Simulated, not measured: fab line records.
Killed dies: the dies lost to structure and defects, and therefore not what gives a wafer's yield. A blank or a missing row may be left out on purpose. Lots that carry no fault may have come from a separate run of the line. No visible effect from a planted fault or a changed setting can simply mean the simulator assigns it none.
fab line records	flow n5-finfet
[record] lots = 24	wafers = 72	last-day = 18
route steps=1938 shown BEOL_M8@1398 BEOL_M9@1423 BEOL_M10@1503
lots that met no fault: from a run of the same line without faults
start-h: the number of hours between the record's first day and the start of the first shown wafer of the lot	wait-h: how many hours have passed since the lot's step before this one	" identical to the entry in the row above	L1.1+2: a row that stands for several wafers	- no value, or no start given	* or withheld: withheld	< > ~ a bound
route shown NAME@n: a module of which the file shows steps, and the number in the route of the first	usual: mean and standard deviation over wafers with no fault	same: alike in all rows	chamber/n: place in a boat	sites: readings site by site	_std_site: the standard deviation of these	_edge_site: mean of outer sites minus mean of inner sites	radius-mm: for every site, how far away it sits from the centre of the wafer	mask NAME#n: copy n	behind: the tool/chamber that last shaped the wafer	hold: the reason the lot was held/the length of the hold in hours/how it ended	device: names the non-switching transistor (n, p or np)	end of line: the tests these same wafers got at the end of their route	for a step that has no rows: nothing shown but its recipe	killed: the dies lost at the first sort to structure and to defects; this is not the yield of the wafer	map: a wafer's dies, marking killed ones x, the rest . and places with no die _
set.NAME: the run value of the setting; set.NAME@STEP: its run value at that earlier step	model.NAME: the simulator's own value behind a step, which no gauge read
a sample of lots followed through the steps of the route, with each step as a table and each wafer as a row
services: from which hour (start-h, from the record's first day; less than 0 if before it) a tool's chamber was out of use, for how many hours, and why
[[steps]]
[step N5_BEOL_M8_DEP_56]
[recipe] material = SiCN	target-thk-a = 100	temp-c = withheld	precursor = 3MS/NH3	pressure-torr = 3	rf-w = 202	time-s = 17.5
[usual] showerhead-plenum-p-Torr = 3.664/0.014	throttle-valve-pct = 9.2/0.63
lot.wafer	tool	chamber	start-h	wait-h	showerhead-plenum-p-Torr	throttle-valve-pct
L074.1	pecvd-01	2	219.47	0.0	3.697	9.0
L074.3	"	0	"	"	3.648	8.9
L074.6	"	0	"	"	3.649	8.9
L075.1	pecvd-01	0	230.72	0.0	3.646	8.8
L075.3	"	1	"	"	3.652	10.7
L075.4	"	2	"	"	3.696	9.1
L076.1	pecvd-03	2	236.61	0.0	3.678	8.5
L076.3	"	0	"	"	3.656	9.4
L076.6	"	0	"	"	3.656	9.4
L079.1	pecvd-01	2	240.79	0.0	3.683	9.1
L079.3	"	0	"	"	3.659	8.7
L079.4	"	1	"	"	3.653	10.6
L077.1	pecvd-02	1	241.88	0.0	3.660	8.4
L077.3	"	0	"	"	3.665	9.2
L077.6	"	1	"	"	3.663	8.3
L078.2	pecvd-03	2	245.24	0.0	3.680	8.4
L078.4	"	0	"	"	3.656	9.3
L078.5	"	1	"	"	3.661	8.9
L080.2	pecvd-02	0	256.14	0.0	3.665	9.3
L080.4	"	1	"	"	3.652	8.4
L080.5	"	2	"	"	3.668	9.1
L081.1	pecvd-01	2	258.02	0.0	3.685	9.2
L081.4	"	2	"	"	3.697	9.0
L081.5	"	1	"	"	3.649	10.8
L083.1	pecvd-01	2	258.40	0.0	3.694	9.1
L083.5	"	0	"	"	3.656	8.8
L083.6	"	2	"	"	3.688	9.1
L082.1	pecvd-02	0	262.62	0.0	3.668	9.4
L082.3	"	1	"	"	3.671	8.3
L082.5	"	0	"	"	3.672	9.4
L084.2	pecvd-02	1	270.26	0.0	3.666	8.6
L084.3	"	0	"	"	3.669	9.6
L084.5	"	1	"	"	3.662	8.6
L085.3	pecvd-02	2	275.07	0.0	3.661	8.8
L085.5	"	0	"	"	3.664	9.5
L085.6	"	1	"	"	3.654	8.4
L087.2	pecvd-01	0	295.98	0.0	3.653	8.9
L087.3	"	2	"	"	3.698	9.1
L087.5	"	2	"	"	3.684	9.3
L086.1	pecvd-01	2	296.56	0.0	3.692	9.1
L086.3	"	0	"	"	3.648	8.7
L086.4	"	1	"	"	3.651	10.5
L089.1	pecvd-03	2	304.37	0.0	3.671	8.7
L089.5	"	0	"	"	3.658	9.5
L089.6	"	2	"	"	3.671	8.6
L088.1	pecvd-01	2	308.89	0.0	3.694	9.2
L088.4	"	2	"	"	3.696	8.9
L088.5	"	1	"	"	3.657	10.4
L091.3	pecvd-03	2	313.22	0.0	3.680	8.4
L091.4	"	0	"	"	3.652	9.6
L091.6	"	1	"	"	3.663	9.0
L090.1	pecvd-03	0	317.58	0.0	3.661	9.2
L090.3	"	2	"	"	3.672	8.4
L090.5	"	1	"	"	3.656	9.1
L093.3	pecvd-01	0	326.48	0.0	3.644	8.9
L093.4	"	2	"	"	3.689	9.4
L093.6	"	1	"	"	3.647	10.6
L092.3	pecvd-02	0	336.89	0.0	3.671	9.2
L092.4	"	0	"	"	3.672	9.5
L092.6	"	2	"	"	3.667	8.9
L094.1	pecvd-03	1	348.23	0.0	3.653	9.0
L094.5	"	0	"	"	3.656	9.9
L094.6	"	1	"	"	3.648	8.9
L096.1	pecvd-02	2	356.08	0.0	3.668	9.0
L096.5	"	0	"	"	3.672	9.4
L096.6	"	1	"	"	3.664	8.8
L095.2	pecvd-02	2	356.72	0.0	3.657	9.0
L095.4	"	1	"	"	3.663	8.3
L095.6	"	0	"	"	3.670	9.2
L097.1	pecvd-02	0	359.87	0.0	3.665	9.2
L097.2	"	1	"	"	3.655	8.4
L097.3	"	2	"	"	3.661	9.0
[step N5_BEOL_M9_STRIP_19]
[recipe] chemistry = O2	power-w = 400	temp-c = 40	pressure-mtorr = 30	rf-frequency-hz = 6e+07	bias-power-w = 0	overash-fraction = 0.2	o2-flow-sccm = 225
[usual] drypump-motor-current-A = 5.5/0.4	oes-product-au = 0.81/0.086	rf-vpp-V = 3.6/0.56	showerhead-plenum-p-Torr = 2.13/0.051	throttle-valve-pct = 16.61/0.24
lot.wafer	tool	chamber	start-h	wait-h	drypump-motor-current-A	oes-product-au	rf-hours-counter-h	rf-vpp-V	showerhead-plenum-p-Torr	throttle-valve-pct
L074.1	rie-diel-02	1	222.38	0.1	4.9	0.99	3	4.7	2.13	16.25
L074.3	"	2	"	"	5.6	0.75	173	4.1	2.11	16.60
L074.6	"	0	"	"	5.4	0.95	-	3.1	2.23	16.24
L075.1	rie-diel-05	3	233.71	0.1	5.6	0.89	33	3.9	2.06	16.54
L075.3	"	2	"	"	5.5	0.88	57	3.9	2.15	16.66
L075.4	"	0	"	"	6.2	0.72	187	3.4	2.16	16.91
L076.1	rie-diel-04	3	238.99	0.1	5.7	0.85	54	3.7	2.11	16.60
L076.3	"	1	"	"	5.3	0.91	27	4.2	2.03	16.36
L076.6	"	2	"	"	6.4	0.84	-	3.5	2.13	16.72
L079.1	rie-diel-02	2	246.00	0.2	5.6	0.73	180	4.0	2.10	16.63
L079.3	"	0	"	"	5.4	0.94	19	3.7	2.23	16.24
L079.4	"	1	"	"	4.9	0.95	11	3.6	2.13	16.28
L077.1	rie-diel-05	0	246.49	0.1	6.2	0.72	191	3.8	2.16	16.92
L077.3	"	3	"	"	5.6	0.87	37	3.2	2.06	16.55
L077.6	"	3	"	"	5.6	0.87	-	3.8	2.06	16.55
L078.2	rie-diel-04	2	247.57	0.1	6.3	0.83	67	3.7	2.13	16.71
L078.4	"	0	"	"	5.9	0.76	157	2.9	2.12	16.69
L078.5	"	1	"	"	5.3	0.89	-	4.3	2.03	16.37
L080.2	rie-diel-02	3	259.52	0.1	5.1	0.69	195	3.6	2.17	16.92
L080.4	"	1	"	"	4.9	0.93	-	4.5	2.13	16.28
L080.5	"	0	"	"	5.3	0.91	-	2.9	2.22	16.24
L081.1	rie-diel-02	3	262.77	0.1	5.2	0.70	196	4.1	2.17	16.92
L081.4	"	1	"	"	4.9	0.93	-	4.2	2.13	16.28
L081.5	"	3	"	"	5.2	0.69	-	3.5	2.17	16.94
L083.1	rie-diel-02	1	262.98	0.1	4.9	0.93	18	3.9	2.13	16.28
L083.5	"	0	"	"	5.4	0.92	-	3.4	2.22	16.26
L083.6	"	3	"	"	5.2	0.70	-	3.8	2.17	16.93
L082.1	rie-diel-05	1	264.73	0.1	5.6	0.74	180	3.6	2.11	16.74
L082.3	"	3	"	"	5.6	0.86	42	3.3	2.06	16.55
L082.5	"	2	"	"	5.5	0.87	-	3.2	2.15	16.66
L084.2	rie-diel-05	3	273.05	0.2	5.6	0.86	45	3.8	2.06	16.56
L084.3	"	2	"	"	5.5	0.86	69	3.0	2.15	16.70
L084.5	"	0	"	"	6.2	0.70	-	4.0	2.15	16.94
L085.3	rie-diel-02	1	279.44	0.4	4.9	0.92	22	3.6	2.12	16.30
L085.5	"	0	"	"	5.4	0.91	-	3.6	2.22	16.28
L085.6	"	1	"	"	4.9	0.93	-	3.2	2.12	16.31
L087.2	rie-diel-04	0	298.19	0.1	5.9	0.74	172	4.6	2.11	16.71
L087.3	"	1	"	"	5.4	0.87	46	3.0	2.03	16.40
L087.5	"	2	"	"	6.4	0.83	-	5.1	2.12	16.76
L086.1	rie-diel-05	3	299.25	0.1	5.6	0.85	55	3.5	2.06	16.56
L086.3	"	1	"	"	5.6	0.72	192	2.9	2.10	16.81
L086.4	"	0	"	"	6.2	0.70	210	4.9	2.15	16.95
L089.1	rie-diel-02	0	308.37	0.1	5.3	0.89	38	3.4	2.22	16.29
L089.5	"	0	"	"	5.4	0.90	-	3.3	2.22	16.28
L089.6	"	3	"	"	5.2	0.70	-	3.8	2.16	16.94
L088.1	rie-diel-02	3	312.34	0.1	5.2	0.68	208	2.4	2.16	16.92
L088.4	"	0	"	"	5.4	0.89	39	3.5	2.22	16.30
L088.5	"	3	"	"	5.2	0.68	-	3.5	2.16	16.95
L091.3	rie-diel-02	1	316.04	0.1	4.9	0.91	33	3.1	2.12	16.31
L091.4	"	3	"	"	5.2	0.69	209	4.3	2.16	16.95
L091.6	"	1	"	"	4.9	0.89	-	3.2	2.12	16.31
L090.1	rie-diel-04	3	319.66	0.1	5.7	0.82	80	2.7	2.10	16.65
L090.3	"	1	"	"	5.3	0.85	52	3.2	2.02	16.41
L090.5	"	0	"	"	5.9	0.74	-	4.0	2.11	16.72
L093.3	rie-diel-04	3	328.78	0.1	5.7	0.81	83	3.6	2.10	16.67
L093.4	"	0	"	"	5.9	0.74	182	4.1	2.11	16.72
L093.6	"	2	"	"	6.4	0.81	-	3.0	2.12	16.77
L092.3	rie-diel-02	0	339.48	0.1	5.4	0.88	44	3.0	2.22	16.29
L092.4	"	2	"	"	5.6	0.72	206	3.9	2.09	16.65
L092.6	"	0	"	"	5.3	0.88	-	3.4	2.22	16.30
L094.1	rie-diel-02	1	350.51	0.1	4.9	0.87	45	3.3	2.12	16.32
L094.5	"	2	"	"	5.6	0.70	-	4.1	2.09	16.67
L094.6	"	3	"	"	5.2	0.67	-	3.8	2.16	16.97
L096.1	rie-diel-04	1	359.45	0.1	5.4	0.85	64	3.8	2.02	16.43
L096.5	"	1	"	"	5.3	0.85	-	4.0	2.02	16.40
L096.6	"	2	"	"	6.4	0.80	-	3.2	2.12	16.79
L095.2	rie-diel-04	3	359.53	0.1	5.7	0.80	91	2.6	2.10	16.67
L095.4	"	2	"	"	6.4	0.79	103	3.4	2.12	16.79
L095.6	"	3	"	"	5.7	0.80	-	3.0	2.10	16.66
L097.1	rie-diel-02	3	363.75	0.2	5.1	0.67	225	3.6	2.16	16.99
L097.2	"	1	"	"	4.9	0.87	49	2.4	2.11	16.34
L097.3	"	2	"	"	5.6	0.71	214	3.6	2.09	16.68
[step N5_BEOL_M9_INSPECT_30]
[recipe] mode = adi	inspect-instrument = brightfield
[usual] raw-defect-count = 417/93
lot.wafer	tool	chamber	start-h	wait-h	raw-defect-count
L074.1	defect-inspect-01	-	222.84	0.1	368
L074.3	"	-	"	"	565
L074.6	"	-	"	"	345
L075.1	defect-inspect-01	-	235.95	0.1	530
L075.3	"	-	"	"	833
L075.4	"	-	"	"	678
L076.1	defect-inspect-02	-	240.45	0.1	416
L076.3	"	-	"	"	361
L076.6	"	-	"	"	430
L079.1	defect-inspect-02	-	246.46	0.1	429
L079.3	"	-	"	"	444
L079.4	"	-	"	"	415
L077.1	defect-inspect-01	-	248.37	0.1	539
L077.3	"	-	"	"	455
L077.6	"	-	"	"	441
L078.2	defect-inspect-01	-	248.43	0.0	382
L078.4	"	-	"	"	292
L078.5	"	-	"	"	458
L080.2	defect-inspect-02	-	261.29	0.0	414
L080.4	"	-	"	"	416
L080.5	"	-	"	"	341
L081.1	defect-inspect-02	-	263.35	0.1	476
L081.4	"	-	"	"	385
L081.5	"	-	"	"	474
L083.1	defect-inspect-01	-	263.44	0.1	447
L083.5	"	-	"	"	365
L083.6	"	-	"	"	410
L082.1	defect-inspect-02	-	266.53	0.1	430
L082.3	"	-	"	"	408
L082.5	"	-	"	"	394
L084.2	defect-inspect-01	-	273.68	0.0	369
L084.3	"	-	"	"	343
L084.5	"	-	"	"	335
L085.3	defect-inspect-01	-	280.89	0.0	469
L085.5	"	-	"	"	410
L085.6	"	-	"	"	438
L087.2	defect-inspect-01	-	301.79	0.0	499
L087.3	"	-	"	"	518
L087.5	"	-	"	"	373
L086.1	defect-inspect-01	-	301.95	0.1	425
L086.3	"	-	"	"	341
L086.4	"	-	"	"	385
L089.1	defect-inspect-01	-	310.29	0.1	531
L089.5	"	-	"	"	404
L089.6	"	-	"	"	380
L088.1	defect-inspect-01	-	313.35	0.1	281
L088.4	"	-	"	"	330
L088.5	"	-	"	"	345
L091.3	defect-inspect-01	-	316.65	0.0	318
L091.4	"	-	"	"	442
L091.6	"	-	"	"	382
L090.1	defect-inspect-02	-	323.12	0.1	413
L090.3	"	-	"	"	432
L090.5	"	-	"	"	495
L093.3	defect-inspect-01	-	331.87	0.0	557
L093.4	"	-	"	"	617
L093.6	"	-	"	"	400
L092.3	defect-inspect-01	-	340.76	0.0	499
L092.4	"	-	"	"	531
L092.6	"	-	"	"	366
L094.1	defect-inspect-02	-	353.14	0.1	417
L094.5	"	-	"	"	392
L094.6	"	-	"	"	328
L095.2	defect-inspect-01	-	361.26	0.0	350
L095.4	"	-	"	"	256
L095.6	"	-	"	"	441
L096.1	defect-inspect-01	-	361.42	0.1	434
L096.5	"	-	"	"	355
L096.6	"	-	"	"	356
L097.1	defect-inspect-02	-	365.26	0.1	560
L097.2	"	-	"	"	483
L097.3	"	-	"	"	349
[step N5_BEOL_M9_SURFACE_TREAT_79]
[recipe] gas = Ar	time-s = *	ion-energy-ev = *	ion-current-ma-cm2 = 0.5	pressure-mtorr = *	ar-flow-sccm = 30
[usual] throttle-valve-pct = *
lot.wafer	tool	chamber	start-h	wait-h	throttle-valve-pct
L074.1	pvd-sputter-02	-	225.93	1.6	*
L074.3	"	-	"	"	*
L074.6	"	-	"	"	*
L075.1	pvd-sputter-01	-	238.12	0.4	*
L075.3	"	-	"	"	*
L075.4	"	-	"	"	*
L076.1	pvd-sputter-01	-	244.08	1.8	*
L076.3	"	-	"	"	*
L076.6	"	-	"	"	*
L079.1	pvd-sputter-03	-	248.78	0.2	*
L079.3	"	-	"	"	*
L079.4	"	-	"	"	*
L077.1	pvd-sputter-01	-	249.80	0.2	*
L077.3	"	-	"	"	*
L077.6	"	-	"	"	*
L078.2	pvd-sputter-03	-	250.13	0.2	*
L078.4	"	-	"	"	*
L078.5	"	-	"	"	*
L080.2	pvd-sputter-02	-	263.37	0.4	*
L080.4	"	-	"	"	*
L080.5	"	-	"	"	*
L083.1	pvd-sputter-03	-	266.62	1.8	*
L083.5	"	-	"	"	*
L083.6	"	-	"	"	*
L081.1	pvd-sputter-03	-	266.66	1.5	*
L081.4	"	-	"	"	*
L081.5	"	-	"	"	*
L082.1	pvd-sputter-03	-	268.62	0.3	*
L082.3	"	-	"	"	*
L082.5	"	-	"	"	*
L084.2	pvd-sputter-03	-	276.82	1.2	*
L084.3	"	-	"	"	*
L084.5	"	-	"	"	*
L085.3	pvd-sputter-01	-	282.81	0.3	*
L085.5	"	-	"	"	*
L085.6	"	-	"	"	*
L087.2	pvd-sputter-02	-	303.50	0.2	*
L087.3	"	-	"	"	*
L087.5	"	-	"	"	*
L086.1	pvd-sputter-02	-	304.73	0.4	*
L086.3	"	-	"	"	*
L086.4	"	-	"	"	*
L089.1	pvd-sputter-01	-	311.75	0.2	*
L089.5	"	-	"	"	*
L089.6	"	-	"	"	*
L088.1	pvd-sputter-02	-	315.22	0.2	*
L088.4	"	-	"	"	*
L088.5	"	-	"	"	*
L091.3	pvd-sputter-02	-	318.24	0.3	*
L091.4	"	-	"	"	*
L091.6	"	-	"	"	*
L090.1	pvd-sputter-01	-	324.96	0.2	*
L090.3	"	-	"	"	*
L090.5	"	-	"	"	*
L093.3	pvd-sputter-02	-	333.38	0.2	*
L093.4	"	-	"	"	*
L093.6	"	-	"	"	*
L092.3	pvd-sputter-01	-	342.67	0.3	*
L092.4	"	-	"	"	*
L092.6	"	-	"	"	*
L094.1	pvd-sputter-02	-	354.87	0.4	*
L094.5	"	-	"	"	*
L094.6	"	-	"	"	*
L095.2	pvd-sputter-03	-	362.77	0.2	*
L095.4	"	-	"	"	*
L095.6	"	-	"	"	*
L096.1	pvd-sputter-01	-	363.39	0.2	*
L096.5	"	-	"	"	*
L096.6	"	-	"	"	*
L097.1	pvd-sputter-03	-	367.11	0.2	*
L097.2	"	-	"	"	*
L097.3	"	-	"	"	*
[step N5_BEOL_M10_OVL_MEAS_29]
[recipe] points-per-wafer = 44
[usual] V9_OVL = 0.4/0.76
lot.wafer	tool	chamber	start-h	wait-h	V9_OVL[nm]
L074.1	overlay-02	0	231.61	0.0	-0.1
L074.3	"	0	"	"	-0.4
L074.6	"	0	"	"	-0.8
L075.1	overlay-02	0	244.36	0.0	1.2
L075.3	"	0	"	"	0.8
L075.4	"	0	"	"	0.8
L076.1	overlay-02	0	248.50	0.0	0.4
L076.3	"	0	"	"	1.0
L076.6	"	0	"	"	0.9
L079.1	overlay-02	0	253.88	0.0	0.5
L079.3	"	0	"	"	1.5
L079.4	"	0	"	"	0.4
L077.1	overlay-01	0	254.09	0.0	0.9
L077.3	"	0	"	"	0.0
L077.6	"	0	"	"	1.1
L078.2	overlay-01	0	254.13	0.0	0.6
L078.4	"	0	"	"	0.2
L078.5	"	0	"	"	0.1
L080.2	overlay-01	0	271.26	0.0	2.5
L080.4	"	0	"	"	2.6
L080.5	"	0	"	"	1.4
L083.1	overlay-01	0	271.42	0.0	0.7
L083.5	"	0	"	"	1.1
L083.6	"	0	"	"	0.1
L081.1	overlay-01	0	271.59	0.0	0.5
L081.4	"	0	"	"	-0.4
L081.5	"	0	"	"	0.4
L082.1	overlay-02	0	274.21	0.0	0.9
L082.3	"	0	"	"	0.2
L082.5	"	0	"	"	-0.4
L084.2	overlay-02	0	280.82	0.0	-0.9
L084.3	"	0	"	"	0.6
L084.5	"	0	"	"	0.0
L085.3	overlay-02	0	291.78	0.1	-1.6
L085.5	"	0	"	"	-0.9
L085.6	"	0	"	"	0.3
L087.2	overlay-02	0	310.30	0.0	0.2
L087.3	"	0	"	"	-0.4
L087.5	"	0	"	"	-0.2
L086.1	overlay-01	0	310.46	0.0	1.0
L086.3	"	0	"	"	0.4
L086.4	"	0	"	"	1.2
L089.1	overlay-01	0	316.64	0.0	0.7
L089.5	"	0	"	"	-0.9
L089.6	"	0	"	"	0.3
L088.1	overlay-02	0	323.04	0.0	-0.1
L088.4	"	0	"	"	-0.7
L088.5	"	0	"	"	-0.5
L091.3	overlay-02	0	325.26	0.0	0.3
L091.4	"	0	"	"	-0.5
L091.6	"	0	"	"	0.5
L090.1	overlay-02	0	331.89	0.0	1.6
L090.3	"	0	"	"	1.4
L090.5	"	0	"	"	1.7
L093.3	overlay-01	0	337.96	0.0	-0.2
L093.4	"	0	"	"	0.4
L093.6	"	0	"	"	-0.3
L092.3	overlay-02	0	348.98	0.0	0.7
L092.4	"	0	"	"	0.3
L092.6	"	0	"	"	0.4
L094.1	overlay-01	0	361.86	0.0	-0.3
L094.5	"	0	"	"	0.4
L094.6	"	0	"	"	-0.3
L095.2	overlay-01	0	368.30	0.0	0.8
L095.4	"	0	"	"	0.3
L095.6	"	0	"	"	-0.2
L096.1	overlay-01	0	371.08	0.0	0.6
L096.5	"	0	"	"	0.7
L096.6	"	0	"	"	0.1
L097.1	overlay-01	0	373.89	0.0	0.7
L097.2	"	0	"	"	-0.7
L097.3	"	0	"	"	-0.3
[step N5_BEOL_M10_TRENCH_ETCH_37]
[recipe] chemistry = C4F6/O2	target-depth-a = 1488.3	target = SiCOH_lowk	time-s = 48	ion-energy-ev = 250	pressure-mtorr = 30	source-w = 345	bias-w = 185	Ar_flow_sccm = 300	C4F6_flow_sccm = 10	O2_flow_sccm = 10
[usual] drypump-motor-current-A = 5.8/0.55	oes-product-au = 0.82/0.086	rf-vpp-V = 665/13	showerhead-plenum-p-Torr = 2.90/0.081	throttle-valve-pct = 20.85/0.24
lot.wafer	tool	chamber	start-h	wait-h	drypump-motor-current-A	oes-product-au	rf-hours-counter-h	rf-vpp-V	showerhead-plenum-p-Torr	throttle-valve-pct
L074.1	rie-diel-01	3	-	-	6.6	0.94	9	676	2.89	20.58
L074.3	"	0	"	"	6.4	0.75	135	667	2.97	20.81
L074.6	"	2	"	"	5.2	0.83	-	667	3.00	20.77
L075.1	rie-diel-03	3	-	-	5.9	0.79	125	657	2.76	21.09
L075.3	"	1	"	"	5.5	0.71	206	665	2.91	20.88
L075.4	"	2	"	"	5.0	0.79	97	651	2.90	21.34
L076.1	rie-diel-06	3	-	-	5.4	0.89	23	657	3.01	20.78
L076.3	"	2	"	"	6.3	0.98	5	649	2.80	20.60
L076.6	"	2	"	"	6.3	0.98	-	648	2.80	20.62
L079.1	rie-diel-03	2	-	-	5.0	0.80	102	652	2.90	21.31
L079.3	"	0	"	"	5.2	0.85	58	673	2.86	20.59
L079.4	"	1	"	"	5.5	0.70	210	665	2.90	20.86
L077.1	rie-diel-06	1	-	-	6.6	0.71	228	688	2.92	20.95
L077.3	"	0	"	"	5.7	0.69	241	689	2.93	21.04
L077.6	"	1	"	"	6.6	0.71	-	687	2.92	20.97
L078.2	rie-diel-03	2	-	-	5.0	0.80	102	652	2.89	21.33
L078.4	"	0	"	"	5.2	0.84	59	672	2.86	20.59
L078.5	"	3	"	"	5.9	0.79	-	658	2.76	21.11
L080.2	rie-diel-06	3	-	-	5.4	0.88	28	657	3.01	20.79
L080.4	"	0	"	"	5.8	0.68	247	687	2.93	21.05
L080.5	"	3	"	"	5.3	0.88	-	656	3.01	20.78
L083.1	rie-diel-01	1	-	-	5.7	0.93	18	650	3.05	20.60
L083.5	"	3	"	"	6.6	0.89	-	675	2.89	20.59
L083.6	"	0	"	"	6.3	0.74	-	667	2.96	20.84
L081.1	rie-diel-06	1	-	-	6.6	0.69	236	689	2.92	20.97
L081.4	"	3	"	"	5.4	0.89	28	656	3.01	20.79
L081.5	"	2	"	"	6.3	0.95	-	648	2.80	20.62
L082.1	rie-diel-01	2	-	-	5.2	0.81	95	669	2.99	20.78
L082.3	"	1	"	"	5.8	0.93	19	653	3.05	20.62
L082.5	"	2	"	"	5.2	0.82	-	670	2.99	20.80
L084.2	rie-diel-01	3	-	-	6.6	0.90	29	675	2.88	20.60
L084.3	"	2	"	"	5.2	0.80	98	668	2.99	20.80
L084.5	"	1	"	"	5.8	0.93	-	651	3.05	20.62
L085.3	rie-diel-06	3	-	-	5.4	0.87	33	656	3.01	20.81
L085.5	"	1	"	"	6.6	0.69	-	688	2.92	20.97
L085.6	"	2	"	"	6.3	0.93	-	647	2.80	20.62
L087.2	rie-diel-01	3	-	-	6.5	0.86	41	675	2.88	20.63
L087.3	"	0	"	"	6.3	0.73	169	666	2.95	20.85
L087.5	"	3	"	"	6.5	0.86	-	676	2.88	20.61
L086.1	rie-diel-03	0	-	-	5.2	0.82	77	675	2.85	20.60
L086.3	"	2	"	"	5.0	0.78	125	651	2.88	21.37
L086.4	"	3	"	"	5.9	0.77	150	656	2.75	21.12
L089.1	rie-diel-06	0	-	-	5.7	0.98	6	686	2.92	20.67
L089.5	"	0	"	"	5.7	0.97	-	686	2.93	20.70
L089.6	"	3	"	"	5.4	0.86	-	655	3.01	20.80
L088.1	rie-diel-03	0	-	-	5.2	0.81	82	673	2.85	20.62
L088.4	"	3	"	"	6.0	0.76	-	659	2.75	21.14
L088.5	"	2	"	"	5.0	0.76	-	651	2.88	21.37
L091.3	rie-diel-03	3	-	-	5.9	0.76	157	658	2.75	21.15
L091.4	"	3	"	"	5.9	0.77	-	659	2.75	21.14
L091.6	"	2	"	"	5.0	0.76	-	651	2.88	21.38
L090.1	rie-diel-03	3	-	-	6.0	0.76	159	658	2.75	21.15
L090.3	"	1	"	"	5.4	0.68	239	663	2.89	20.91
L090.5	"	0	"	"	5.2	0.80	-	672	2.85	20.62
L093.3	rie-diel-01	3	-	-	6.6	0.85	50	677	2.88	20.63
L093.4	"	0	"	"	6.4	0.71	178	666	2.95	20.86
L093.6	"	2	"	"	5.2	0.79	-	668	2.98	20.83
L092.3	rie-diel-03	2	-	-	5.0	0.76	140	651	2.88	21.37
L092.4	"	1	"	"	5.4	0.68	245	664	2.89	20.93
L092.6	"	0	"	"	5.2	0.80	-	673	2.84	20.62
L094.1	rie-diel-01	1	-	-	5.8	0.89	51	650	3.04	20.66
L094.5	"	3	"	"	6.6	0.84	-	676	2.87	20.64
L094.6	"	2	"	"	5.2	0.79	-	668	2.97	20.82
L095.2	rie-diel-06	3	-	-	5.4	0.83	63	655	3.00	20.83
L095.4	"	2	"	"	6.3	0.89	50	647	2.78	20.68
L095.6	"	0	"	"	5.7	0.90	-	688	2.92	20.71
L096.1	rie-diel-03	3	-	-	6.0	0.76	173	658	2.74	21.18
L096.5	"	2	"	"	5.0	0.76	-	652	2.87	21.41
L096.6	"	0	"	"	5.2	0.80	-	672	2.84	20.65
L097.1	rie-diel-06	2	-	-	6.3	0.88	52	646	2.78	20.68
L097.2	"	3	"	"	5.4	0.83	64	655	3.00	20.84
L097.3	"	0	"	"	5.7	0.91	27	688	2.92	20.71
[[services]]
tool	chamber	start-h	hours	kind
rie-diel-02	3	201.95	4.0	repair
pecvd-03	2	209.24	13.2	repair
pecvd-02	2	223.44	4.2	repair
rie-diel-06	-	233.19	15.6	pm
rie-diel-06	3	251.02	9.4	repair
pecvd-01	-	255.82	1.6	repair
rie-diel-03	3	259.60	4.2	repair
rie-diel-06	0	263.94	4.2	repair
rie-diel-02	3	264.08	11.4	repair
rie-diel-02	-	271.71	2.8	pm
rie-diel-06	-	277.23	4.3	pm
rie-diel-01	0	287.50	1.8	repair
pecvd-02	-	292.26	5.5	pm
rie-diel-02	-	300.28	4.0	repair
rie-diel-03	0	303.24	7.5	repair
rie-diel-06	2	309.91	2.8	repair
rie-diel-03	1	321.25	4.6	repair
rie-diel-02	0	322.58	9.6	repair
rie-diel-04	1	330.34	2.0	repair
pvd-sputter-03	-	332.92	11.1	repair
rie-diel-02	-	337.47	0.7	repair
pvd-sputter-02	-	346.78	6.9	repair
pecvd-01	2	352.90	6.9	repair
rie-diel-01	-	373.96	1.1	repair
[[key]]
fault none
